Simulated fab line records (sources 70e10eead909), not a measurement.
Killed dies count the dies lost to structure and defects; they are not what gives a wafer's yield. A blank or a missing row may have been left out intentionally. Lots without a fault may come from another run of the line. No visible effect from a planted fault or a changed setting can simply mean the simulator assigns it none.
Matching of chambers || flow nand harc || rie diel-07 running NHARC_A_BLC_STRIP_21: 4 sister chambers
The step strips in O2. 4 wafers are shown with their chamber, then 11 later ones without.

## EACH WAFER AND ITS CHAMBER
{"wafer": "L089.5", "chamber": 1, "showerhead plenum p Torr (Torr)": 3.40}
{"wafer": "L088.2", "chamber": 0, "showerhead plenum p Torr (Torr)": 3.35}
{"wafer": "L088.6", "chamber": 2, "showerhead plenum p Torr (Torr)": 3.37}
{"wafer": "L092.2", "chamber": 3, "showerhead plenum p Torr (Torr)": 3.54}

## WAFERS MISSING THEIR CHAMBER
{"wafer": "L092.4", "showerhead plenum p Torr (Torr)": 3.39}
{"wafer": "L092.6", "showerhead plenum p Torr (Torr)": 3.40}
{"wafer": "L095.1", "showerhead plenum p Torr (Torr)": 3.37}
{"wafer": "L095.2", "showerhead plenum p Torr (Torr)": 3.35}
{"wafer": "L095.6", "showerhead plenum p Torr (Torr)": 3.54}
{"wafer": "L094.1", "showerhead plenum p Torr (Torr)": 3.35}
{"wafer": "L094.2", "showerhead plenum p Torr (Torr)": 3.37}
{"wafer": "L094.3", "showerhead plenum p Torr (Torr)": 3.54}
{"wafer": "L096.1", "showerhead plenum p Torr (Torr)": 3.39}
{"wafer": "L096.4", "showerhead plenum p Torr (Torr)": 3.54}
{"wafer": "L096.6", "showerhead plenum p Torr (Torr)": 3.35}

## EACH ONE'S CHAMBER
{"wafer": "L092.4", "from the rows above": 1, "in truth": 1}
{"wafer": "L092.6", "from the rows above": 1, "in truth": 1}
{"wafer": "L095.1", "from the rows above": 2, "in truth": 2}
{"wafer": "L095.2", "from the rows above": 0, "in truth": 0}
{"wafer": "L095.6", "from the rows above": 3, "in truth": 3}
{"wafer": "L094.1", "from the rows above": 0, "in truth": 0}
{"wafer": "L094.2", "from the rows above": 2, "in truth": 2}
{"wafer": "L094.3", "from the rows above": 3, "in truth": 3}
{"wafer": "L096.1", "from the rows above": 1, "in truth": 1}
{"wafer": "L096.4", "from the rows above": 3, "in truth": 3}
{"wafer": "L096.6", "from the rows above": 0, "in truth": 0}
Correctly placed: 11 of 11. Left unplaced by these rows: 0. Placed wrongly: 0.
How it was worked out, from the rows above alone: a wafer's distance from a chamber is the root of the sum, over the readings, of the square of ((its reading less the chamber's mean) divided by the reading's scatter). The wafer belongs to the nearest chamber; if the next one is less than 2 further off, it can't be placed. Each chamber's mean is taken over the wafers shown for it. The scatter (one wafer shown for each chamber): square how far every hidden wafer sits from the nearest shown wafer, average those squares and take the square root.
